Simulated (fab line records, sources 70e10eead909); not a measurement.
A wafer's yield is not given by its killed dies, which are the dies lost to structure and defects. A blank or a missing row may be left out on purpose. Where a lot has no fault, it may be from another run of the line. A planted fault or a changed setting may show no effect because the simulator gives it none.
fab line records	flow nandHarc
record lots=12	wafers=36	lastDay=24
route steps=1159 shown P_M2@341 P_BONDPAD@352 END@1159
lots with no fault: from the same line, run without faults
startH: hours from the record's opening day to when the first of the lot's shown wafers began	waitH: hours from the lot's prior step to this one	" identical to the entry in the row above	L1.1+2: one row covering several wafers at once	- either no value or no given start	* or withheld: withheld	< > ~ a bound
route shown NAME@n: a module of which the file shows steps, and the number in the route of the first	usual: mean and standard deviation over wafers with no fault	same: alike in all rows	chamber/n: place in a boat	sites: each site's reading	_std_site: their standard deviation	_edge_site: mean of outer sites minus mean of inner sites	radiusMm: for every site, how far away it sits from the centre of the wafer	mask NAME#n: copy n	behind: tool/chamber where the wafer was last shaped	hold: reason for holding the lot/hours on hold/outcome of the hold	device: which transistor (n, p or np) failed to switch	end of line: tests run on the same wafers once the route is complete	step lacking rows: just its recipe	killed: at the first sort, the dies lost to defects and structure; wafer yield is something else	map: shows each die of a wafer: x if killed, . if not, _ if none is there
set.NAME: the setting the step ran with; set.NAME@STEP: the setting that earlier step ran with	model.NAME: the simulator's own value behind a step, which no gauge read
route steps across a sampled set of lots; one table per step, one row per wafer
services: when a tool's chamber went out of use (startH, in hours from the record's first day, below 0 if earlier), for how many hours, and the reason
## steps
# step NHARC_P_M2_PVD_21
# recipe targetThkA=300	chamberPressurePa=5	powerW=5000	substrateTempC=30	timeS=20.49	material=Cu
# usual chamberPressurePa=5.001/0.01	throttleValvePct=29.3/1.1
lot.wafer	tool	chamber	startH	waitH	chamberPressurePa	throttleValvePct
L672.2	pvdSputter-01	-	-	-	4.997	31.0
L672.1	"	-	"	"	4.980	29.2
L672.5	"	-	"	"	5.000	29.1
L673.3	pvdSputter-03	-	-	-	4.995	26.6
L673.1	"	-	"	"	5.011	29.0
L673.6	"	-	"	"	4.989	29.4
L678.4	pvdSputter-02	-	-	-	5.000	29.5
L678.1	"	-	"	"	4.996	30.3
L678.6	"	-	"	"	5.018	29.9
L680.2	pvdSputter-03	-	-	-	5.006	29.2
L680.4	"	-	"	"	4.991	26.7
L680.6	"	-	"	"	5.002	29.3
L681.4	pvdSputter-02	-	-	-	5.014	30.2
L681.3	"	-	"	"	5.028	27.7
L681.1	"	-	"	"	4.997	29.7
L682.3	pvdSputter-02	-	-	-	4.996	30.0
L682.1	"	-	"	"	4.989	27.6
L682.2	"	-	"	"	5.022	29.7
L684.4	pvdSputter-03	-	-	-	5.014	29.5
L684.3	"	-	"	"	4.996	29.2
L684.6	"	-	"	"	4.993	29.9
L685.4	pvdSputter-01	-	-	-	5.005	29.6
L685.5	"	-	"	"	4.988	29.2
L685.6	"	-	"	"	5.007	29.2
L689.2	pvdSputter-03	-	-	-	5.015	29.9
L689.4	"	-	"	"	5.001	29.4
L689.3	"	-	"	"	4.995	26.5
L690.3	pvdSputter-01	-	-	-	5.016	28.9
L690.4	"	-	"	"	4.977	29.6
L690.5	"	-	"	"	5.028	29.2
L692.2	pvdSputter-02	-	-	-	4.998	29.9
L692.1	"	-	"	"	4.989	30.5
L692.3	"	-	"	"	4.996	30.5
L693.4	pvdSputter-03	-	-	-	5.016	29.6
L693.3	"	-	"	"	5.021	29.5
L693.5	"	-	"	"	4.990	26.6
# step NHARC_P_M2_THK_MEAS_24
# recipe thkMeasGauge=xrf
# usual thkNm=144.1/1.2
lot.wafer	tool	chamber	startH	waitH	thkNm
L672.1	filmMetro-01	-	137.07	-	145.3
L672.2	"	-	"	"	144.8
L672.5	"	-	"	"	144.6
L673.1	filmMetro-01	-	140.20	-	143.7
L673.3	"	-	"	"	143.1
L673.6	"	-	"	"	144.7
L678.1	filmMetro-01	-	163.91	-	148.6
L678.4	"	-	"	"	146.7
L678.6	"	-	"	"	148.1
L680.2	filmMetro-01	-	179.04	-	147.0
L680.4	"	-	"	"	148.8
L680.6	"	-	"	"	146.5
L681.1	filmMetro-01	-	182.99	-	149.0
L681.3	"	-	"	"	146.2
L681.4	"	-	"	"	146.4
L682.1	filmMetro-02	-	183.86	-	143.8
L682.2	"	-	"	"	145.5
L682.3	"	-	"	"	144.2
L684.3	filmMetro-02	-	207.79	-	146.7
L684.4	"	-	"	"	144.0
L684.6	"	-	"	"	148.0
L685.4	filmMetro-02	-	209.39	-	143.9
L685.5	"	-	"	"	143.1
L685.6	"	-	"	"	142.6
L689.2	filmMetro-02	-	225.60	-	145.8
L689.3	"	-	"	"	144.6
L689.4	"	-	"	"	144.0
L690.3	filmMetro-02	-	242.39	-	144.7
L690.4	"	-	"	"	145.3
L690.5	"	-	"	"	144.3
L692.1	filmMetro-02	-	243.96	-	144.4
L692.2	"	-	"	"	141.9
L692.3	"	-	"	"	144.3
L693.3	filmMetro-02	-	251.67	-	143.9
L693.4	"	-	"	"	143.3
L693.5	"	-	"	"	144.7
# step NHARC_P_M2_INSPECT_27
# usual rawDefectCount=358/140
lot.wafer	tool	chamber	startH	waitH	rawDefectCount
L672.1	defectInspect-01	-	137.22	0.0	318
L672.2	"	-	"	"	466
L672.5	"	-	"	"	514
L673.1	defectInspect-02	-	140.36	0.0	820
L673.3	"	-	"	"	706
L673.6	"	-	"	"	713
L678.1	defectInspect-01	-	164.07	0.0	666
L678.4	"	-	"	"	293
L678.6	"	-	"	"	307
L680.2	defectInspect-01	-	179.20	0.0	292
L680.4	"	-	"	"	211
L680.6	"	-	"	"	294
L681.1	defectInspect-01	-	183.15	0.0	690
L681.3	"	-	"	"	219
L681.4	"	-	"	"	334
L682.1	defectInspect-01	-	184.05	0.0	242
L682.2	"	-	"	"	450
L682.3	"	-	"	"	432
L684.3	defectInspect-02	-	207.94	0.0	315
L684.4	"	-	"	"	347
L684.6	"	-	"	"	479
L685.4	defectInspect-02	-	209.55	0.0	250
L685.5	"	-	"	"	214
L685.6	"	-	"	"	293
L689.2	defectInspect-02	-	225.76	0.0	570
L689.3	"	-	"	"	325
L689.4	"	-	"	"	448
L690.3	defectInspect-01	-	242.55	0.0	241
L690.4	"	-	"	"	280
L690.5	"	-	"	"	454
L692.1	defectInspect-02	-	244.12	0.0	493
L692.2	"	-	"	"	728
L692.3	"	-	"	"	414
L693.3	defectInspect-02	-	251.82	0.0	268
L693.4	"	-	"	"	149
L693.5	"	-	"	"	176
# step NHARC_P_BONDPAD_CMP_32
# recipe targetThkNm=200	material=SiCN
# usual motorCurrentA=11.5/1
lot.wafer	tool	chamber	startH	waitH	motorCurrentA
L672.1	cmp-03	1	138.39	-	12.0
L672.2	"	3	"	"	11.6
L672.5	"	0	"	"	11.6
L673.3	cmp-01	0	141.64	0.4	11.6
L673.1	"	2	"	"	12.5
L673.6	"	0	"	"	12.2
L678.4	cmp-04	1	165.06	-	12.4
L678.1	"	2	"	"	13.6
L678.6	"	3	"	"	10.0
L680.2	cmp-04	2	180.19	-	13.6
L680.4	"	3	"	"	10.3
L680.6	"	2	"	"	12.6
L681.4	cmp-04	3	184.12	-	10.0
L681.3	"	1	"	"	11.9
L681.1	"	2	"	"	13.6
L682.3	cmp-04	2	185.26	-	13.0
L682.2	"	3	"	"	10.0
L682.1	"	0	"	"	10.7
L684.4	cmp-01	1	208.99	-	11.0
L684.3	"	2	"	"	13.1
L684.6	"	3	"	"	11.5
L685.4	cmp-01	0	210.81	-	11.5
L685.5	"	1	"	"	11.4
L685.6	"	2	"	"	13.6
L689.3	cmp-01	1	226.73	-	10.9
L689.4	"	2	"	"	12.6
L689.2	"	0	"	"	11.4
L690.4	cmp-03	3	243.49	-	10.4
L690.3	"	2	"	"	10.7
L690.5	"	3	"	"	11.1
L692.1	cmp-01	1	245.21	-	10.7
L692.2	"	3	"	"	11.2
L692.3	"	0	"	"	11.6
L693.3	cmp-01	0	252.77	-	11.9
L693.4	"	3	"	"	11.3
L693.5	"	0	"	"	11.3
# step NHARC_END_SORT_01
# recipe tempC=25
# usual defectLimitedYield=95.2/1.6	killedAtArray=29/11	killedAtOther=0.6/0.75	killedAtPeriphery=3.1/2.1	killedDies=32/11	killedOpen=3.0/1.8	killedShort=1.8/1.3	sort_bin_2_pct=1.5/0.7	sort_bin_3_pct=0.26/0.22	sort_bin_4_pct=3.0/1	sortNPass=645/11	sortRimYieldPct=94.9/3	sortYieldPct=95.2/1.6
# same grossDies=677	sort_bin_5_pct[%]=0	sort_bin_6_pct[%]=0	sort_bin_7_pct[%]=0	sort_bin_8_pct[%]=0	sortRimNGross=106.00
lot.wafer	tool	chamber	startH	waitH	defectLimitedYield[%]	killedAtArray	killedAtOther	killedAtPeriphery	killedDies	killedOpen	killedShort	sort_bin_2_pct[%]	sort_bin_3_pct[%]	sort_bin_4_pct[%]	sortNPass	sortRimYieldPct[%]	sortYieldPct[%]
L673.1	prober-02	0	451.08	2.5	96.3	23	0	2	25	4	2	0.7	0	3.0	652	97.2	96.3
L673.3	prober-02	0	452.69	3.1	95.6	27	1	2	30	5	2	1.0	0.15	3.2	647	96.2	95.6
L673.6	prober-02	0	455.10	4.0	96.3	24	0	1	25	2	3	1.5	0.30	1.9	652	92.5	96.3
L672.1	prober-01	0	466.83	2.6	98.2	10	0	2	12	1	0	0.3	0.15	1.3	665	99.1	98.2
L672.2	prober-01	0	467.63	2.9	97.2	11	0	8	19	4	5	0.9	0.15	1.8	658	98.1	97.2
L672.5	prober-01	0	470.02	3.7	97.2	14	1	4	19	5	1	0.4	0	2.4	658	97.2	97.2
L682.1	prober-02	0	498.57	2.5	96.5	19	1	4	24	0	1	0.9	0.30	2.4	653	98.1	96.5
L682.2	prober-02	0	499.37	2.8	96.2	22	0	4	26	1	2	0.7	0.15	3.0	651	95.3	96.2
L682.3	prober-02	0	500.17	3.1	96.2	21	0	5	26	6	2	1.0	0	2.8	651	97.2	96.2
L684.3	prober-02	0	516.42	3.1	97.2	16	0	3	19	5	2	0.4	0	2.4	658	99.1	97.2
L684.4	prober-02	0	517.23	3.4	97.9	13	0	1	14	0	1	0.3	0.30	1.5	663	99.1	97.9
L684.6	prober-02	0	518.85	4.1	97.8	12	0	3	15	4	2	0.4	0	1.8	662	97.2	97.8
L685.4	prober-01	0	525.03	3.4	95.3	26	1	5	32	4	3	1.6	0.44	2.7	645	92.5	95.3
L685.5	prober-01	0	525.83	3.7	95.6	24	2	4	30	6	2	1.9	0.30	2.2	647	94.3	95.6
L685.6	prober-01	0	526.63	4.0	96.0	24	1	2	27	3	3	1.5	0	2.5	650	93.4	96.0
L693.3	prober-01	0	575.00	3.1	95.3	30	0	2	32	3	0	1.2	0.89	2.7	645	92.5	95.3
L693.4	prober-01	0	575.81	3.4	94.4	36	0	2	38	2	5	1.3	0.44	3.8	639	92.5	94.4
L693.5	prober-01	0	576.62	3.7	95.1	33	0	0	33	0	1	1.2	0.30	3.4	644	91.5	95.1
# killed by level:class
L673.1 A_CHANNEL_HOLE_D1:chamberFilmFlake=10 A_CONTACT:chamberFilmFlake=5 A_SLIT:chamberFilmFlake=3 A_CONTACT:geometricParticle:open=2 P_CONTACT:geometricParticle:open=1 P_M1:geometricParticle:short=1 A_CHANNEL_HOLE_D1:geometricParticle:short=1 A_M0:geometricParticle:open=1
L673.3 A_CHANNEL_HOLE_D1:chamberFilmFlake=13 A_CONTACT:chamberFilmFlake=4 A_SLIT:chamberFilmFlake=3 A_WL_FILL:geometricParticle:open=2 A_CONTACT:geometricParticle:open=2 A_ZERO_WELL:chamberFilmFlake=2 P_M0:geometricParticle:open=1 P_M0:geometricParticle:short=1
L673.6 A_CHANNEL_HOLE_D1:chamberFilmFlake=9 A_SLIT:chamberFilmFlake=4 A_CONTACT:chamberFilmFlake=4 A_CONTACT:geometricParticle:open=2 A_ONON_D1:geometricParticle:short=1 A_SGD_CUT:geometricParticle:short=1 A_CONTACT:geometricParticle:short=1 P_ZERO_WELL:chamberFilmFlake=1
L672.1 A_CHANNEL_HOLE_D1:chamberFilmFlake=3 A_STAIRCASE:chamberFilmFlake=2 A_M1:geometricParticle:open=1 P_M0:chamberFilmFlake=1 P_M2:chamberFilmFlake=1 A_ZERO_WELL:chamberFilmFlake=1 A_CHANNEL_FILL_D1:chamberFilmFlake=1 A_SLIT:chamberFilmFlake=1
L672.2 P_STI:chamberFilmFlake=3 A_CONTACT:chamberFilmFlake=3 P_STI:geometricParticle:open=1 P_CONTACT:geometricParticle:open=1 P_CONTACT:geometricParticle:short=1 P_M1:geometricParticle:open=1 A_ONON_D1:geometricParticle:short=1 A_CHANNEL_FILL_D1:geometricParticle:short=1
L672.5 A_WL_FILL:chamberFilmFlake=4 P_M2:chamberFilmFlake=2 A_CONTACT:chamberFilmFlake=2 P_CONTACT:geometricParticle:open=1 A_SOURCE_PLATE:geometricParticle:short=1 A_ONON_D1:geometricParticle:open=1 A_BLC:geometricParticle:open=1 A_M0:geometricParticle:open=1
L682.1 A_SLIT:chamberFilmFlake=13 A_CHANNEL_HOLE_D1:chamberFilmFlake=3 P_STI:chamberFilmFlake=2 A_CHANNEL_FILL_D1:geometricParticle:short=1 P_ZERO_WELL:chamberFilmFlake=1 P_M1:chamberFilmFlake=1 A_CHANNEL_FILL_D1:chamberFilmFlake=1 A_M1:chamberFilmFlake=1
L682.2 A_CHANNEL_HOLE_D1:chamberFilmFlake=8 A_SLIT:chamberFilmFlake=8 P_CONTACT:chamberFilmFlake=2 A_STAIRCASE:chamberFilmFlake=2 A_CHANNEL_FILL_D1:geometricParticle:open=1 A_CHANNEL_FILL_D1:geometricParticle:short=1 A_CONTACT:geometricParticle:short=1 P_STI:chamberFilmFlake=1
L682.3 A_SLIT:chamberFilmFlake=10 A_CHANNEL_HOLE_D1:chamberFilmFlake=4 A_M0:geometricParticle:open=2 P_GATE:geometricParticle:open=1 P_CONTACT:geometricParticle:open=1 A_CHANNEL_FILL_D1:geometricParticle:short=1 A_SGD_CUT:geometricParticle:short=1 A_SGD_CUT:geometricParticle:open=1
L684.3 A_CHANNEL_HOLE_D1:chamberFilmFlake=5 A_STAIRCASE:chamberFilmFlake=5 P_M0:geometricParticle:open=2 P_M2:geometricParticle:open=1 A_CHANNEL_FILL_D1:geometricParticle:short=1 A_SGD_CUT:geometricParticle:open=1 A_CONTACT:geometricParticle:open=1 A_BLC:geometricParticle:short=1
L684.4 A_CHANNEL_HOLE_D1:chamberFilmFlake=5 A_STAIRCASE:chamberFilmFlake=5 A_ONON_D1:geometricParticle:short=1 P_BONDPAD:chamberFilmFlake=1 A_CONTACT:chamberFilmFlake=1 A_BLC:chamberFilmFlake=1
L684.6 A_STAIRCASE:chamberFilmFlake=4 A_CHANNEL_HOLE_D1:chamberFilmFlake=3 A_CHANNEL_FILL_D1:geometricParticle:short=2 P_GATE:geometricParticle:open=1 P_CONTACT:geometricParticle:open=1 P_M0:geometricParticle:open=1 A_CONTACT:geometricParticle:open=1 A_ZERO_WELL:chamberFilmFlake=1
L685.4 A_CHANNEL_HOLE_D1:chamberFilmFlake=12 A_CONTACT:chamberFilmFlake=5 P_GATE:chamberFilmFlake=3 A_WL_FILL:geometricParticle:short=2 P_BONDPAD:chamberFilmFlake=2 A_STAIRCASE:chamberFilmFlake=2 A_ONON_D1:geometricParticle:open=1 A_CHANNEL_FILL_D1:geometricParticle:open=1
L685.5 A_CHANNEL_HOLE_D1:chamberFilmFlake=11 P_BONDPAD:chamberFilmFlake=3 A_STAIRCASE:chamberFilmFlake=3 A_CHANNEL_FILL_D1:geometricParticle:open=2 A_ONON_D1:geometricParticle:short=1 A_WL_FILL:geometricParticle:short=1 A_CONTACT:geometricParticle:open=1 A_BLC:geometricParticle:open=1
L685.6 A_CHANNEL_HOLE_D1:chamberFilmFlake=12 A_CONTACT:chamberFilmFlake=4 A_STAIRCASE:chamberFilmFlake=2 P_STI:geometricParticle:open=1 A_SOURCE_PLATE:geometricParticle:open=1 A_ONON_D1:geometricParticle:short=1 A_CHANNEL_HOLE_D1:geometricParticle:short=1 A_WL_FILL:geometricParticle:short=1
L693.3 A_CHANNEL_HOLE_D1:chamberFilmFlake=23 A_CONTACT:chamberFilmFlake=3 A_STAIRCASE:chamberFilmFlake=2 P_M0:geometricParticle:open=1 A_WL_FILL:geometricParticle:open=1 A_M1:geometricParticle:open=1 P_STI:chamberFilmFlake=1
L693.4 A_CHANNEL_HOLE_D1:chamberFilmFlake=15 A_STAIRCASE:chamberFilmFlake=10 A_CONTACT:chamberFilmFlake=4 A_WL_FILL:geometricParticle:short=2 P_STI:chamberFilmFlake=2 A_ONON_D1:geometricParticle:short=1 A_CHANNEL_HOLE_D1:geometricParticle:short=1 A_WL_FILL:geometricParticle:open=1
L693.5 A_CHANNEL_HOLE_D1:chamberFilmFlake=23 A_STAIRCASE:chamberFilmFlake=6 A_CONTACT:chamberFilmFlake=2 A_M0:geometricParticle:short=1 A_BLC:chamberFilmFlake=1
## services
tool	chamber	startH	hours	kind
pvdSputter-02	-	149.12	3.9	repair
cmp-03	-	156.00	4.0	pm
pvdSputter-01	-	158.00	10.0	pm
pvdSputter-03	-	158.16	9.6	repair
cmp-03	-	160.00	-	consumableReplace:conditioner
cmp-03	-	160.00	-	consumableReplace:pad
cmp-01	-	179.50	4.0	pm
cmp-01	-	183.50	-	consumableReplace:conditioner
cmp-01	-	183.50	-	consumableReplace:pad
pvdSputter-01	-	193.70	1.8	repair
cmp-04	-	203.00	4.0	pm
cmp-04	-	207.00	-	consumableReplace:conditioner
cmp-04	-	207.00	-	consumableReplace:pad
pvdSputter-03	-	212.05	2.9	repair
pvdSputter-02	-	215.38	10.0	pm
cmp-04	-	218.65	1.8	repair
cmp-04	-	236.25	1.1	repair
pvdSputter-01	-	244.65	1.8	repair
## key
firstSign step=NHARC_P_M2_THK_MEAS_24	reading=thkNm	direction=up	sigmas=2.7	usual=144.1	struck=147.5
effect none on later readings
metAt NHARC_P_M2_THK_MEAS_24
struckLots L678,L680,L681
rowsEnd L678.1,L678.4,L678.6,L680.2,L680.4,L680.6,L681.1,L681.3,L681.4
notActingAt NHARC_P_M2_PVD_21,NHARC_P_M2_INSPECT_27,NHARC_P_BONDPAD_CMP_32
onsetBetween 140.20 163.91
fault kind=metrologyMatchingOffset	tool=filmMetro-01	chamber=-	onsetH=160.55	steps=NHARC_P_M2_THK_MEAS_24	param=thkNm	offset=3.6414
# rowsEnd: these wafers met a further fault down the route, and their rows from its step on are left out
